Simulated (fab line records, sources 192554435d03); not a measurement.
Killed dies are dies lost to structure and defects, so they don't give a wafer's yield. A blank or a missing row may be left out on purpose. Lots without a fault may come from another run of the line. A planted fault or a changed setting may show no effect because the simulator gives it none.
fab line records | flow n5_finfet
record lots=24 wafers=72 last_day=18
route steps=1938 shown BEOL_M3@994
lots that met no fault: from a run of the same line without faults
start_h: hours from the record's first day to the start of the lot's first wafer shown | wait_h: hours since the lot's step before | " the same as in the row above | L1.1+2: a row that stands for several wafers | - no value, or no start given | * or withheld: withheld | < > ~ a bound
route shown NAME@n: a module of which the file shows steps, and the number in the route of the first | usual: mean/standard deviation of fault-free wafers | same: alike in all rows | chamber/n: place in a boat | sites: the reading at each site | _std_site: their standard deviation | _edge_site: outer sites' mean less inner sites' | radius_mm: how far each site lies from the wafer's centre | mask NAME#n: copy n | behind: the tool/chamber that last shaped the wafer | hold: why the lot was held/for how many hours/how that ended | device: the transistor (n, p or np) that didn't switch | end of line: the same wafers' tests at the end of the route | a step without rows: its recipe alone | killed: dies lost to structure and defects at the first sort, not the wafer's yield | map: a wafer's dies, x killed, . not, _ none there
set.NAME: the setting as run; set.NAME@STEP: as run at that earlier step | model.NAME: the simulator's own value behind a step, which no gauge read
steps of the route over a sample of lots; a table a step, a row a wafer
services: from which hour (start_h, from the record's first day; less than 0 if before it) a tool's chamber was out of use, for how many hours, and why
## steps
# step N5_BEOL_M3_SPUTTER_48
# recipe material=Cu target_thk_a=45 temp_c=-20 chamber_pressure_pa=0.07 power_w=withheld time_s=8.29
# usual chuck_gas_flow_sccm=1.26/0.046 substrate_temp_c=-19.98/0.12 throttle_valve_pct=29.9/1
# columns lot.wafer tool chamber start_h wait_h chuck_gas_flow_sccm substrate_temp_c throttle_valve_pct
L074.2 pvd_sputter-01 - 150.54 0.2 1.21 -19.90 31.0
L074.3 " - " " 1.34 -20.19 31.6
L074.5 " - " " 1.21 -20.01 30.0
L075.1 pvd_sputter-03 - 159.34 1.8 1.20 -19.93 31.8
L075.5 " - " " 1.29 -19.94 29.9
L075.6 " - " " 1.29 -19.82 32.2
L076.1 pvd_sputter-03 - 161.92 0.1 1.26 -19.95 32.2
L076.3 " - " " 1.35 -20.25 29.9
L076.5 " - " " 1.31 -19.93 29.3
L077.2 pvd_sputter-01 - 165.37 0.1 1.24 -20.16 31.0
L077.5 " - " " 1.31 -20.04 30.0
L077.6 " - " " 1.28 -19.97 30.7
L078.3 pvd_sputter-02 - 180.24 0.2 1.25 -20.06 28.6
L078.5 " - " " 1.25 -19.90 29.2
L078.6 " - " " 1.13 -20.16 29.5
L079.2 pvd_sputter-02 - 184.88 2.0 1.18 -19.95 29.6
L079.5 " - " " 1.21 -19.83 29.4
L079.6 " - " " 1.23 -19.84 29.2
L080.2 pvd_sputter-02 - 197.69 0.2 1.21 -20.21 29.5
L080.3 " - " " 1.28 -20.09 29.4
L080.6 " - " " 1.33 -19.82 28.7
L081.1 pvd_sputter-01 - 200.88 0.2 1.30 -19.91 30.0
L081.4 " - " " 1.25 -20.02 31.7
L081.6 " - " " 1.28 -20.15 30.8
L082.1 pvd_sputter-03 - 201.56 0.2 1.30 -19.82 29.4
L082.2 " - " " 1.27 -19.98 30.3
L082.5 " - " " 1.21 -19.93 32.0
L083.2 pvd_sputter-02 - 212.10 1.6 1.25 -20.02 29.2
L083.5 " - " " 1.30 -19.73 28.8
L083.6 " - " " 1.34 -20.01 29.3
L084.1 pvd_sputter-01 - 214.92 0.1 1.26 -19.89 31.8
L084.5 " - " " 1.32 -20.12 30.6
L084.6 " - " " 1.20 -19.82 31.7
L085.2 pvd_sputter-01 - 219.20 1.2 1.30 -20.00 30.8
L085.3 " - " " 1.28 -20.12 30.3
L085.5 " - " " 1.31 -20.01 30.2
L086.1 pvd_sputter-03 - 234.90 0.1 1.34 -19.78 30.4
L086.5 " - " " 1.25 -19.97 29.2
L086.6 " - " " 1.20 -20.08 29.7
L087.2 pvd_sputter-03 - 241.18 0.3 1.22 -19.98 32.0
L087.3 " - " " 1.21 -20.04 29.4
L087.5 " - " " 1.26 -20.01 32.0
L089.1 pvd_sputter-02 - 249.82 0.3 1.32 -20.00 29.0
L089.2 " - " " 1.26 -20.01 29.5
L089.5 " - " " 1.28 -20.00 29.1
L091.1 pvd_sputter-02 - 258.17 0.1 1.24 -19.81 29.4
L091.2 " - " " 1.31 -20.09 29.2
L091.5 " - " " 1.31 -20.06 28.9
L088.1 pvd_sputter-02 - 260.35 0.1 1.21 -19.81 29.5
L088.3 " - " " 1.23 -19.93 28.8
L088.5 " - " " 1.36 -20.02 29.3
L090.1 pvd_sputter-02 - 263.18 0.2 1.25 -20.23 28.7
L090.3 " - " " 1.31 -19.87 29.5
L090.4 " - " " 1.28 -20.03 29.2
L092.1 pvd_sputter-02 - 267.30 0.1 1.23 -20.13 29.1
L092.2 " - " " 1.21 -19.97 29.3
L092.3 " - " " 1.24 -20.32 28.6
L095.2 pvd_sputter-02 - 278.83 0.1 1.20 -20.00 29.1
L095.3 " - " " 1.28 -19.71 28.6
L095.4 " - " " 1.24 -20.06 29.3
L094.2 pvd_sputter-02 - 287.78 0.1 1.25 -19.98 28.9
L094.4 " - " " 1.30 -20.18 29.5
L094.5 " - " " 1.22 -20.06 29.6
L093.1 pvd_sputter-01 - 295.92 0.2 1.25 -20.07 30.0
L093.4 " - " " 1.24 -19.90 31.7
L093.5 " - " " 1.34 -19.74 30.9
L096.2 pvd_sputter-03 - 305.01 0.1 1.30 -19.95 30.1
L096.3 " - " " 1.33 -20.04 31.7
L096.6 " - " " 1.20 -20.02 29.4
L097.1 pvd_sputter-03 - 314.61 0.2 1.19 -19.77 29.4
L097.5 " - " " 1.18 -19.98 32.2
L097.6 " - " " 1.31 -19.89 29.3
# step N5_BEOL_M3_SPUTTER_79
# recipe material=Cu target_thk_a=45 temp_c=-20 chamber_pressure_pa=0.07 power_w=withheld time_s=8.29
# usual chuck_gas_flow_sccm=1.26/0.061 substrate_temp_c=-20.01/0.12 throttle_valve_pct=29.9/1
# columns lot.wafer tool chamber start_h wait_h chuck_gas_flow_sccm substrate_temp_c throttle_valve_pct
L074.2 pvd_sputter-01 - 150.76 0.1 1.34 -20.17 31.0
L074.3 " - " " 1.19 -19.98 31.6
L074.5 " - " " 1.22 -19.91 30.1
L075.1 pvd_sputter-03 - 159.56 0.1 1.21 -19.96 32.1
L075.5 " - " " 1.29 -19.84 30.2
L075.6 " - " " 1.29 -19.83 32.1
L076.1 pvd_sputter-03 - 162.14 0.1 1.26 -20.02 32.2
L076.3 " - " " 1.39 -20.30 30.2
L076.5 " - " " 1.29 -20.06 29.3
L077.2 pvd_sputter-01 - 165.59 0.1 1.24 -20.25 30.8
L077.5 " - " " 1.32 -20.11 29.9
L077.6 " - " " 1.38 -20.14 30.8
L078.3 pvd_sputter-02 - 180.46 0.1 1.22 -20.01 28.7
L078.5 " - " " 1.18 -19.93 29.4
L078.6 " - " " 1.23 -19.96 29.3
L079.2 pvd_sputter-02 - 185.10 0.1 1.37 -20.22 29.2
L079.5 " - " " 1.14 -20.02 29.6
L079.6 " - " " 1.34 -19.97 29.1
L080.2 pvd_sputter-02 - 197.91 0.1 1.27 -20.11 29.4
L080.3 " - " " 1.26 -19.98 29.1
L080.6 " - " " 1.19 -19.93 28.6
L081.1 pvd_sputter-01 - 201.10 0.1 1.29 -20.08 29.7
L081.4 " - " " 1.31 -20.21 31.7
L081.6 " - " " 1.36 -20.54 30.8
L082.1 pvd_sputter-03 - 201.78 0.1 1.21 -19.77 29.5
L082.2 " - " " 1.32 -19.84 30.2
L082.5 " - " " 1.24 -20.05 32.1
L083.2 pvd_sputter-02 - 212.32 0.1 1.27 -19.90 29.6
L083.5 " - " " 1.29 -20.11 28.7
L083.6 " - " " 1.29 -20.05 29.3
L084.1 pvd_sputter-01 - 215.14 0.1 1.27 -20.11 31.7
L084.5 " - " " 1.33 -20.06 30.9
L084.6 " - " " 1.24 -20.09 31.7
L085.2 pvd_sputter-01 - 219.42 0.1 1.29 -20.04 30.8
L085.3 " - " " 1.24 -19.92 29.7
L085.5 " - " " 1.23 -19.89 30.2
L086.1 pvd_sputter-03 - 235.12 0.1 1.22 -19.98 29.7
L086.5 " - " " 1.12 -20.09 29.6
L086.6 " - " " 1.23 -20.02 29.2
L087.2 pvd_sputter-03 - 241.40 0.1 1.22 -20.05 32.0
L087.3 " - " " 1.23 -19.92 29.4
L087.5 " - " " 1.38 -20.05 32.0
L089.1 pvd_sputter-02 - 250.04 0.1 1.27 -19.89 28.9
L089.2 " - " " 1.23 -19.97 29.3
L089.5 " - " " 1.30 -20.05 29.3
L091.1 pvd_sputter-02 - 258.39 0.1 1.32 -19.99 29.4
L091.2 " - " " 1.31 -20.06 29.1
L091.5 " - " " 1.27 -20.06 28.7
L088.1 pvd_sputter-02 - 260.60 0.1 1.30 -19.94 29.4
L088.3 " - " " 1.29 -20.09 28.9
L088.5 " - " " 1.30 -19.98 29.1
L090.1 pvd_sputter-02 - 263.43 0.1 1.22 -20.02 28.8
L090.3 " - " " 1.17 -20.13 29.6
L090.4 " - " " 1.28 -20.01 29.7
L092.1 pvd_sputter-02 - 267.55 0.1 1.31 -20.07 28.7
L092.2 " - " " 1.23 -20.02 29.7
L092.3 " - " " 1.32 -19.87 28.9
L095.2 pvd_sputter-02 - 279.05 0.1 1.34 -20.03 29.4
L095.3 " - " " 1.26 -19.93 28.7
L095.4 " - " " 1.30 -20.13 29.0
L094.2 pvd_sputter-02 - 288.00 0.1 1.26 -20.11 29.0
L094.4 " - " " 1.29 -19.80 29.4
L094.5 " - " " 1.36 -20.08 29.4
L093.1 pvd_sputter-01 - 296.14 0.1 1.17 -20.10 29.9
L093.4 " - " " 1.12 -19.83 31.6
L093.5 " - " " 1.30 -20.10 31.0
L096.2 pvd_sputter-03 - 305.23 0.1 1.40 -20.01 30.2
L096.3 " - " " 1.24 -20.03 32.1
L096.6 " - " " 1.21 -19.98 29.3
L097.1 pvd_sputter-03 - 314.83 0.1 1.37 -19.89 29.1
L097.5 " - " " 1.23 -19.91 32.1
L097.6 " - " " 1.26 -20.03 29.1
# step N5_BEOL_M3_SPUTTER_90
# recipe material=Cu target_thk_a=45 temp_c=-20 chamber_pressure_pa=0.07 power_w=withheld time_s=8.29
# usual chuck_gas_flow_sccm=1.27/0.05 substrate_temp_c=-20.00/0.11 throttle_valve_pct=29.9/1
# columns lot.wafer tool chamber start_h wait_h chuck_gas_flow_sccm substrate_temp_c throttle_valve_pct
L074.2 pvd_sputter-01 - 151.64 0.1 1.23 -19.96 30.7
L074.3 " - " " 1.32 -20.08 31.9
L074.5 " - " " 1.26 -20.12 30.1
L075.1 pvd_sputter-03 - 160.44 0.1 1.29 -20.08 32.3
L075.5 " - " " 1.42 -20.04 29.9
L075.6 " - " " 1.33 -20.00 31.9
L076.1 pvd_sputter-03 - 163.02 0.1 1.26 -20.00 31.8
L076.3 " - " " 1.29 -19.90 30.3
L076.5 " - " " 1.24 -20.01 29.5
L077.2 pvd_sputter-01 - 166.47 0.1 1.32 -19.98 31.0
L077.5 " - " " 1.24 -20.02 30.0
L077.6 " - " " 1.34 -20.02 30.8
L078.3 pvd_sputter-02 - 181.34 0.1 1.28 -20.01 28.7
L078.5 " - " " 1.25 -19.89 29.5
L078.6 " - " " 1.28 -20.04 29.4
L079.2 pvd_sputter-02 - 185.98 0.1 1.20 -20.09 29.2
L079.5 " - " " 1.27 -20.02 29.3
L079.6 " - " " 1.25 -19.97 29.2
L080.2 pvd_sputter-02 - 198.79 0.1 1.31 -20.28 29.3
L080.3 " - " " 1.26 -20.00 29.1
L080.6 " - " " 1.19 -20.03 28.9
L081.1 pvd_sputter-01 - 201.98 0.1 1.29 -20.07 30.1
L081.4 " - " " 1.20 -19.95 31.8
L081.6 " - " " 1.32 -19.99 30.6
L082.1 pvd_sputter-03 - 202.66 0.1 1.17 -19.93 29.5
L082.2 " - " " 1.30 -19.92 30.3
L082.5 " - " " 1.29 -20.10 31.9
L083.2 pvd_sputter-02 - 213.20 0.1 1.12 -19.99 29.4
L083.5 " - " " 1.31 -20.04 28.9
L083.6 " - " " 1.30 -19.87 28.8
L084.1 pvd_sputter-01 - 216.02 0.1 1.23 -19.97 31.8
L084.5 " - " " 1.24 -20.14 31.3
L084.6 " - " " 1.22 -20.09 31.6
L085.2 pvd_sputter-01 - 220.30 0.1 1.35 -20.17 30.9
L085.3 " - " " 1.29 -19.88 30.2
L085.5 " - " " 1.27 -19.95 29.8
L086.1 pvd_sputter-03 - 236.00 0.1 1.32 -20.04 30.0
L086.5 " - " " 1.31 -20.07 29.4
L086.6 " - " " 1.28 -19.95 29.2
L087.2 pvd_sputter-03 - 242.28 0.1 1.25 -19.84 32.1
L087.3 " - " " 1.24 -20.19 29.3
L087.5 " - " " 1.21 -19.93 31.6
L089.1 pvd_sputter-02 - 250.92 0.1 1.35 -19.95 28.9
L089.2 " - " " 1.35 -19.95 29.5
L089.5 " - " " 1.26 -20.01 29.2
L091.1 pvd_sputter-02 - 259.34 0.1 1.29 -20.19 29.5
L091.2 " - " " 1.30 -20.05 29.1
L091.5 " - " " 1.26 -19.83 28.7
L088.1 pvd_sputter-02 - 261.59 0.1 1.24 -20.01 29.5
L088.3 " - " " 1.18 -19.90 28.8
L088.5 " - " " 1.30 -20.13 29.3
L090.1 pvd_sputter-02 - 264.42 0.1 1.17 -19.87 28.7
L090.3 " - " " 1.19 -19.89 29.6
L090.4 " - " " 1.32 -19.88 29.4
L092.1 pvd_sputter-02 - 268.54 0.1 1.27 -20.16 29.2
L092.2 " - " " 1.27 -19.98 29.5
L092.3 " - " " 1.30 -19.89 28.6
L095.2 pvd_sputter-02 - 279.93 0.1 1.30 -19.91 29.3
L095.3 " - " " 1.29 -20.26 28.8
L095.4 " - " " 1.26 -20.10 29.3
L094.2 pvd_sputter-02 - 288.88 0.1 1.28 -20.01 28.8
L094.4 " - " " 1.20 -20.03 29.1
L094.5 " - " " 1.25 -19.92 29.5
L093.1 pvd_sputter-01 - 297.02 0.1 1.25 -20.02 30.0
L093.4 " - " " 1.32 -19.94 31.6
L093.5 " - " " 1.32 -19.95 30.9
L096.2 pvd_sputter-03 - 306.11 0.1 1.35 -19.83 29.9
L096.3 " - " " 1.27 -20.18 31.8
L096.6 " - " " 1.29 -20.08 29.3
L097.1 pvd_sputter-03 - 315.71 0.1 1.20 -19.94 29.4
L097.5 " - " " 1.25 -19.83 31.7
L097.6 " - " " 1.24 -19.76 29.2
# step N5_BEOL_M3_ANNEAL_51
# recipe temp_c=225 time_s=90 ambient=N2
# usual wafer_temp_C_max=226.2/0.68
# columns lot.wafer tool chamber start_h wait_h wafer_temp_C_max
L074.2 rtp_anneal-01 0 152.55 0.1 226.6
L074.3 " 0 " " 226.7
L074.5 " 0 " " 226.8
L075.1 rtp_anneal-01 0 161.29 0.1 226.7
L075.5 " 0 " " 226.6
L075.6 " 0 " " 227.0
L076.1 rtp_anneal-02 0 163.88 0.1 225.6
L076.3 " 0 " " 225.8
L076.5 " 0 " " 225.9
L077.2 rtp_anneal-02 0 167.37 0.1 225.5
L077.5 " 0 " " 225.4
L077.6 " 0 " " 225.9
L078.3 rtp_anneal-02 0 182.44 0.3 225.8
L078.5 " 0 " " 225.7
L078.6 " 0 " " 225.6
L079.2 rtp_anneal-02 0 186.95 0.2 225.5
L079.5 " 0 " " 225.4
L079.6 " 0 " " 225.8
L080.2 rtp_anneal-01 0 199.93 0.3 226.8
L080.3 " 0 " " 227.1
L080.6 " 0 " " 227.0
L081.1 rtp_anneal-01 0 202.84 0.1 226.7
L081.4 " 0 " " 227.1
L081.6 " 0 " " 227.0
L082.1 rtp_anneal-02 0 203.74 0.3 225.2
L082.2 " 0 " " 225.7
L082.5 " 0 " " 225.5
L083.2 rtp_anneal-01 0 214.10 0.1 226.8
L083.5 " 0 " " 226.6
L083.6 " 0 " " 227.4
L084.1 rtp_anneal-02 0 216.89 0.1 225.5
L084.5 " 0 " " 225.5
L084.6 " 0 " " 225.6
L085.2 rtp_anneal-02 0 221.20 0.1 225.9
L085.3 " 0 " " 225.7
L085.5 " 0 " " 225.6
L086.1 rtp_anneal-01 0 236.86 0.1 226.4
L086.5 " 0 " " 227.3
L086.6 " 0 " " 227.0
L087.2 rtp_anneal-02 0 243.18 0.1 225.4
L087.3 " 0 " " 225.3
L087.5 " 0 " " 225.5
L089.1 rtp_anneal-01 0 251.78 0.1 227.0
L089.2 " 0 " " 227.3
L089.5 " 0 " " 227.0
L091.1 rtp_anneal-01 0 260.29 0.1 227.0
L091.2 " 0 " " 226.5
L091.5 " 0 " " 226.5
L088.1 rtp_anneal-01 0 262.54 0.1 226.3
L088.3 " 0 " " 227.2
L088.5 " 0 " " 226.7
L090.1 rtp_anneal-02 0 265.37 0.1 225.8
L090.3 " 0 " " 225.9
L090.4 " 0 " " 225.5
L092.1 rtp_anneal-02 0 269.66 0.3 225.7
L092.2 " 0 " " 225.6
L092.3 " 0 " " 225.7
L095.2 rtp_anneal-02 0 280.88 0.2 225.5
L095.3 " 0 " " 225.4
L095.4 " 0 " " 225.6
L094.2 rtp_anneal-02 0 290.56 0.9 225.6
L094.4 " 0 " " 225.5
L094.5 " 0 " " 225.7
L093.1 rtp_anneal-02 0 297.88 0.1 225.8
L093.4 " 0 " " 225.3
L093.5 " 0 " " 225.3
L096.2 rtp_anneal-01 0 307.01 0.1 227.1
L096.3 " 0 " " 227.4
L096.6 " 0 " " 226.8
L097.1 rtp_anneal-01 0 316.58 0.1 226.7
L097.5 " 0 " " 226.7
L097.6 " 0 " " 227.1
# step N5_BEOL_M3_CMP_52
# recipe stop_on=SiOC t_overpolish_s=6.8 down_force_psi=1 platen_rpm=50 clearing_platen_down_force_psi=1.5 clearing_platen_rpm=50 post_cmp_clean=cu_alkaline target_thk_nm=40 clearing_platen_pad_velocity_m_s=0.99484 pad_velocity_m_s=0.99484
# usual barrier_field_endpoint_s=24.7/0.66 head_pressure_psi=1.0001/0.0023 motor_current_A=6.0/0.57 overpolish_run_s=6.801/0.0099 pad_life_wafers=892/650 retaining_ring_pressure_frac=1.000/0.0046 time_to_endpoint_s=63/3.6
# columns lot.wafer tool chamber start_h wait_h barrier_field_endpoint_s head_pressure_psi motor_current_A overpolish_run_s pad_life_wafers retaining_ring_pressure_frac time_to_endpoint_s
L074.3 cmp-03 1 153.08 0.4 25.3 0.9988 5.6 6.787 882 1.002 68
L074.2 " 3 " " 24.5 1.0049 6.1 6.784 884 1.005 64
L074.5 " 2 " " 25.0 1.0025 6.8 6.791 - 0.988 64
L075.1 cmp-04 0 161.67 0.3 24.7 0.9977 6.5 6.810 1466 0.996 66
L075.5 " 2 " " 25.8 0.9975 5.7 6.818 - 0.999 69
L075.6 " 3 " " 24.9 0.9971 6.8 6.812 - 1.004 66
L076.3 cmp-01 0 164.17 0.2 24.0 0.9980 6.2 6.806 1650 0.990 57
L076.1 " 3 " " 25.2 1.0021 6.6 6.801 1653 1.007 66
L076.5 " 0 " " 24.6 0.9999 6.1 6.812 - 0.993 60
L077.2 cmp-03 0 167.70 0.3 25.3 1.0021 4.9 6.811 998 1.002 65
L077.6 " 2 " " 24.8 0.9971 6.6 6.799 - 0.995 59
L077.5 " 3 " " 26.0 1.0005 6.0 6.813 - 1.000 63
L078.3 cmp-04 3 182.66 0.2 24.9 1.0013 6.8 6.795 1608 0.999 64
L078.5 " 3 " " 24.9 0.9997 6.8 6.789 - 0.998 61
L078.6 " 0 " " 25.7 1.0055 6.4 6.785 - 1.002 65
L079.2 cmp-04 2 187.30 0.3 24.8 0.9991 5.7 6.796 1639 1.001 64
L079.5 " 1 " " 24.8 1.0000 5.2 6.803 - 1.000 66
L079.6 " 2 " " 25.3 0.9983 5.7 6.798 - 0.995 64
L080.3 cmp-04 2 200.18 0.2 24.5 1.0003 5.5 6.819 1740 0.995 66
L080.2 " 3 " " 24.0 1.0016 6.6 6.810 1741 1.002 62
L080.6 " 3 " " 24.6 0.9974 6.8 6.807 - 1.005 68
L081.4 cmp-03 1 203.40 0.2 25.8 1.0030 5.6 6.802 1212 1.000 66
L081.1 " 2 " " 25.1 1.0001 6.8 6.798 1213 1.007 64
L081.6 " 2 " " 24.7 1.0034 7.1 6.811 - 0.997 63
L082.2 cmp-03 3 204.04 0.2 24.6 0.9979 6.0 6.800 1218 1.008 64
L082.1 " 2 " " 25.2 1.0050 6.7 6.795 1221 1.001 65
L082.5 " 0 " " 24.7 0.9998 5.2 6.802 - 0.990 63
L083.2 cmp-01 0 214.89 0.7 24.1 1.0001 6.2 6.804 9 1.000 58
L083.5 " 1 " " 23.9 1.0003 5.4 6.808 - 0.999 59
L083.6 " 2 " " 23.2 0.9977 6.1 6.805 - 1.005 58
L084.1 cmp-01 0 217.19 0.3 25.0 1.0011 6.4 6.794 30 1.006 62
L084.6 " 0 " " 25.9 0.9997 6.3 6.796 - 0.999 63
L084.5 " 1 " " 25.1 0.9999 5.4 6.801 - 0.999 59
L085.2 cmp-01 0 221.75 0.5 23.4 0.9965 6.1 6.802 61 0.998 60
L085.3 " 2 " " 23.6 0.9967 6.1 6.809 63 0.997 57
L085.5 " 3 " " 25.5 1.0000 6.8 6.780 - 1.001 70
L086.1 cmp-01 0 237.23 0.3 25.1 0.9962 6.1 6.814 176 0.999 59
L086.5 " 2 " " 25.1 0.9952 5.7 6.794 - 1.008 61
L086.6 " 3 " " 25.9 1.0019 6.5 6.787 - 1.001 69
L087.2 cmp-01 2 243.43 0.2 24.0 1.0016 6.0 6.795 228 1.001 61
L087.3 " 1 " " 23.9 1.0032 5.3 6.789 231 1.003 61
L087.5 " 2 " " 24.3 0.9994 6.2 6.800 - 0.998 60
L089.2 cmp-01 3 252.07 0.2 26.6 0.9964 6.5 6.798 312 1.003 73
L089.1 " 0 " " 24.9 1.0014 6.1 6.805 313 1.000 61
L089.5 " 0 " " 24.8 1.0001 6.3 6.798 - 1.003 66
L091.2 cmp-01 0 260.71 0.3 24.4 0.9989 6.6 6.806 380 1.006 60
L091.1 " 1 " " 24.4 0.9989 5.3 6.790 381 0.997 60
L091.5 " 2 " " 24.5 1.0019 6.0 6.789 - 1.001 58
L088.1 cmp-03 2 262.91 0.3 23.4 1.0038 6.5 6.802 1718 0.993 55
L088.3 " 3 " " 24.4 1.0018 5.9 6.800 1719 0.990 61
L088.5 " 0 " " 24.5 0.9998 5.2 6.801 - 1.000 63
L090.3 cmp-04 1 265.67 0.2 25.1 1.0032 5.0 6.818 204 1.004 65
L090.4 " 2 " " 24.9 1.0045 5.6 6.809 205 0.996 63
L090.1 " 0 " " 24.2 0.9964 6.3 6.787 207 1.003 63
L092.2 cmp-03 2 269.96 0.2 24.5 0.9973 6.2 6.804 1770 0.997 59
L092.3 " 3 " " 24.4 1.0035 6.1 6.806 1771 1.001 62
L092.1 " 1 " " 24.8 1.0002 5.8 6.805 1773 1.001 61
L095.3 cmp-03 1 281.19 0.2 24.7 1.0010 5.8 6.796 1867 1.011 64
L095.2 " 2 " " 24.1 1.0021 6.9 6.795 1868 0.998 62
L095.4 " 3 " " 24.8 1.0018 5.8 6.793 1869 1.009 65
L094.4 cmp-04 2 290.82 0.1 24.0 1.0017 5.8 6.819 402 0.995 65
L094.2 " 3 " " 24.4 1.0005 7.1 6.796 403 0.997 63
L094.5 " 2 " " 24.3 1.0017 5.6 6.805 - 1.004 62
L093.4 cmp-04 0 298.19 0.1 24.8 0.9975 6.6 6.812 462 0.991 64
L093.1 " 1 " " 24.7 0.9978 5.2 6.790 463 0.996 61
L093.5 " 1 " " 23.9 0.9991 5.0 6.808 - 0.999 63
L096.3 cmp-04 1 307.26 0.2 24.3 0.9991 4.9 6.810 540 0.997 65
L096.2 " 3 " " 23.5 1.0019 6.8 6.796 542 1.003 62
L096.6 " 2 " " 23.4 0.9986 6.1 6.799 - 0.991 60
L097.1 cmp-01 3 316.89 0.3 26.0 1.0019 6.3 6.804 816 1.001 68
L097.6 " 3 " " 27.1 0.9985 6.1 6.807 - 1.001 72
L097.5 " 0 " " 24.8 0.9966 6.1 6.799 - 1.001 64
# step N5_BEOL_M3_RS_MEAS_58
# recipe thk_meas_gauge=four-point-probe reads=Co_of_BEOL_M3_CO_CAP_55+Cu_of_BEOL_M3_ECD_50+Co_of_BEOL_M3_CVD_47+TaN_of_BEOL_M3_ALD_84
# usual M3_RS=0.66/0.036
# columns lot.wafer tool chamber start_h wait_h M3_RS[ohm/sq]
L074.2 film_metro-02 - 153.75 0.1 0.71
L074.3 " - " " 0.70
L074.5 " - " " 0.67
L075.1 film_metro-01 - 162.16 0.0 0.73
L075.5 " - " " 0.66
L075.6 " - " " 0.68
L076.1 film_metro-01 - 164.73 0.0 0.62
L076.3 " - " " 0.67
L076.5 " - " " 0.67
L077.2 film_metro-02 - 168.18 0.1 0.65
L077.5 " - " " 0.65
L077.6 " - " " 0.61
L078.3 film_metro-02 - 183.22 0.1 0.67
L078.5 " - " " 0.64
L078.6 " - " " 0.67
L079.2 film_metro-01 - 187.82 0.1 0.67
L079.5 " - " " 0.64
L079.6 " - " " 0.63
L080.2 film_metro-01 - 200.74 0.1 0.66
L080.3 " - " " 0.68
L080.6 " - " " 0.67
L081.1 film_metro-02 - 203.99 0.1 0.69
L081.4 " - " " 0.64
L081.6 " - " " 0.65
L082.1 film_metro-02 - 204.59 0.0 0.68
L082.2 " - " " 0.74
L082.5 " - " " 0.63
L083.2 film_metro-01 - 215.45 0.1 0.69
L083.5 " - " " 0.71
L083.6 " - " " 0.66
L084.1 film_metro-02 - 217.85 0.0 0.70
L084.5 " - " " 0.69
L084.6 " - " " 0.66
L085.2 film_metro-02 - 222.34 0.1 0.68
L085.3 " - " " 0.66
L085.5 " - " " 0.60
L086.1 film_metro-01 - 237.71 0.0 0.68
L086.5 " - " " 0.65
L086.6 " - " " 0.58
L087.2 film_metro-01 - 243.98 0.1 0.65
L087.3 " - " " 0.67
L087.5 " - " " 0.65
L089.1 film_metro-02 - 252.63 0.0 0.66
L089.2 " - " " 0.60
L089.5 " - " " 0.64
L091.1 film_metro-02 - 261.20 0.1 0.71
L091.2 " - " " 0.65
L091.5 " - " " 0.64
L088.1 film_metro-01 - 263.39 0.0 0.66
L088.3 " - " " 0.64
L088.5 " - " " 0.62
L090.1 film_metro-01 - 266.23 0.0 0.69
L090.3 " - " " 0.66
L090.4 " - " " 0.63
L092.1 film_metro-02 - 270.52 0.0 0.69
L092.2 " - " " 0.70
L092.3 " - " " 0.72
L095.2 film_metro-01 - 281.73 0.1 0.72
L095.3 " - " " 0.63
L095.4 " - " " 0.65
L094.2 film_metro-02 - 291.38 0.1 0.70
L094.4 " - " " 0.65
L094.5 " - " " 0.64
L093.1 film_metro-01 - 298.77 0.1 0.69
L093.4 " - " " 0.65
L093.5 " - " " 0.68
L096.2 film_metro-01 - 307.85 0.1 0.66
L096.3 " - " " 0.66
L096.6 " - " " 0.66
L097.1 film_metro-01 - 317.48 0.1 0.60
L097.5 " - " " 0.65
L097.6 " - " " 0.63
## services
# columns tool chamber start_h hours kind
cmp-04 - 142.39 1.4 repair
cmp-04 - 143.81 4.8 pm
pvd_sputter-02 - 157.68 14.3 repair
cmp-04 - 167.40 3.8 repair
cmp-03 - 172.74 4.8 pm
cmp-04 - 182.93 1.8 repair
cmp-03 - 183.59 6.1 repair
cmp-04 - 188.59 1.0 repair
cmp-04 - 197.14 0.6 repair
pvd_sputter-02 - 207.32 1.6 repair
cmp-03 - 208.71 0.5 repair
cmp-01 - 209.41 4.0 pm
cmp-01 - 213.41 - consumable_replace:conditioner
cmp-01 - 213.41 - consumable_replace:pad
cmp-04 - 235.74 4.0 pm
cmp-04 - 239.74 - consumable_replace:conditioner
cmp-04 - 239.74 - consumable_replace:pad
rtp_anneal-02 - 287.30 3.2 pm
cmp-01 - 291.99 1.7 repair
cmp-03 - 311.97 4.0 pm
cmp-03 - 315.97 - consumable_replace:conditioner
cmp-03 - 315.97 - consumable_replace:pad
## key
fault none
